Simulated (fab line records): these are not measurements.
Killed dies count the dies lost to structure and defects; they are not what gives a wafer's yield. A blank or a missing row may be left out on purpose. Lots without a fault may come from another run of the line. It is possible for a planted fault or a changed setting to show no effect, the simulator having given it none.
The same fault as seen by 3 desks | flow n5-finfet | each desk has only its own numbers; what lay behind them comes last

AT THE TOOL OWNER'S DESK: pecvd-04
The tool's own readings at N5_FIN_SAQP_PECVD_47 (deposits a-Si from SiH4/He, target thk 45 nm, time 36.3 s): means of the sampled wafers that have a number, for each lot that ran on this tool. A lot is out of limits, marked OUT, if its mean lies more than 4 standard deviations from the usual mean; the brackets give that distance.
Columns: A = heater-power-w at N5_FIN_SAQP_PECVD_47, usual 819 W; B = run-length-s at N5_FIN_SAQP_PECVD_47, usual 72.8 s; C = showerhead-plenum-p-Torr at N5_FIN_SAQP_PECVD_47, usual 5.65 Torr; D = showerhead-vpp-V at N5_FIN_SAQP_PECVD_47, usual 622 V; E = throttle-valve-pct at N5_FIN_SAQP_PECVD_47, usual 17.9 %
lot  | first seen here | A   | B               | C    | D   | E
L154 | day 2 02:44     | 843 | 71.9            | 5.68 | 627 | 17.5
L158 | day 3 03:57     | 807 | 72.6            | 5.69 | 624 | 17.9
L167 | day 5 10:05     | 816 | 66.8 (-7.5) OUT | 5.67 | 632 | 17.1
L168 | day 5 17:11     | 763 | 67.1 (-7.2) OUT | 5.69 | 623 | 17.9
Finding of this desk: L167, L168 out of limits; the first was L167 at day 5 10:05, on run-length-s at N5_FIN_SAQP_PECVD_47. In limits: L154, L158.

THE DEFECT DESK
For each lot, the counts of the inspections along the route, averaged over the sampled wafers that have a number. A lot is out of limits, marked OUT, if its mean lies more than 4 standard deviations from the usual mean; the brackets give that distance.
Columns: A = raw-defect-count at N5_PMOS_HMC_CHANNEL_EPI_INSPECT_30, usual 18
lot  | first seen here | A
L154 | day 2 02:04     | 9
L155 | day 2 08:46     | 18
L158 | day 3 03:17     | 13
L160 | day 3 14:24     | 12
L167 | day 5 08:38     | 21
L168 | day 5 15:19     | 12
L170 | day 6 02:44     | 15
L172 | day 6 14:30     | 17
L174 | day 7 02:37     | 19
This desk's finding: nothing out of limits on any of the 9 lots.

THE METROLOGY DESK
Lot by lot, what the gauges showed, no matter which tool ran the lot: averages of those sampled wafers that carry a number. A lot is out of limits, marked OUT, if its mean lies more than 4 standard deviations from the usual mean; the brackets give that distance. 7 of its 10 readings are shown, namely those furthest out on some lot.
Columns: A = DIBL_P at N5_BEOL_M4_RC_MEAS_101, usual 36.2 mV/V; B = IOFF_N at N5_BEOL_M4_RC_MEAS_101, usual 0.16 nA/um; C = ION_N at N5_BEOL_M4_RC_MEAS_101, usual 676 uA/um; D = ION_P at N5_BEOL_M4_RC_MEAS_101, usual 465 uA/um; E = SS_P at N5_BEOL_M4_RC_MEAS_101, usual 73.2 mV/dec; F = VT_N at N5_BEOL_M4_RC_MEAS_101, usual 250 mV; G = VT_P at N5_BEOL_M4_RC_MEAS_101, usual -250 mV
lot  | first seen here | A    | B    | C   | D   | E    | F   | G
L154 | day 8 04:22     | 36.9 | 0.15 | 675 | 465 | 73.4 | 251 | -250
L155 | day 8 14:21     | 34.6 | 0.14 | 669 | 452 | 72.4 | 251 | -252
L160 | day 9 22:11     | 34.4 | 0.15 | 676 | 464 | 73.0 | 250 | -248
L158 | day 9 22:53     | 36.0 | 0.14 | 667 | 457 | 73.6 | 251 | -256
L167 | day 11 17:22    | 36.3 | 0.18 | 694 | 473 | 73.9 | 244 | -249
L168 | day 11 20:29    | 35.5 | 0.14 | 677 | 456 | 72.4 | 253 | -256
L170 | day 12 05:52    | 38.5 | 0.21 | 690 | 465 | 74.3 | 245 | -250
L172 | day 13 02:40    | 39.0 | 0.20 | 681 | 470 | 73.7 | 247 | -246
L174 | day 13 15:16    | 33.8 | 0.15 | 670 | 461 | 72.6 | 249 | -251
This desk's finding: nothing out of limits on any of the 9 lots.

PUT TOGETHER
An alarm could have come from the tool owner's desk at day 5 10:05, on L167, L168.
Nothing the defect desk looked at was out of limits.
At the metrology desk, nothing out of limits was observed.
The defect desk has L167, L168 on record, within its limits.
The metrology desk holds a record of L167, L168, inside its limits.
Every lot named ran N5_FIN_SAQP_PECVD_47 on pecvd-04.

WHAT THE SIMULATOR HAD INSERTED
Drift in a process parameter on pecvd-04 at N5_FIN_SAQP_PECVD_47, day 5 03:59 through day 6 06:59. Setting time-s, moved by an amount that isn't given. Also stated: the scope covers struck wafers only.
Struck lots among those shown: L167, L168.
Hours from the fault's start to each desk's first reading out of limits: the tool owner's desk, 6.
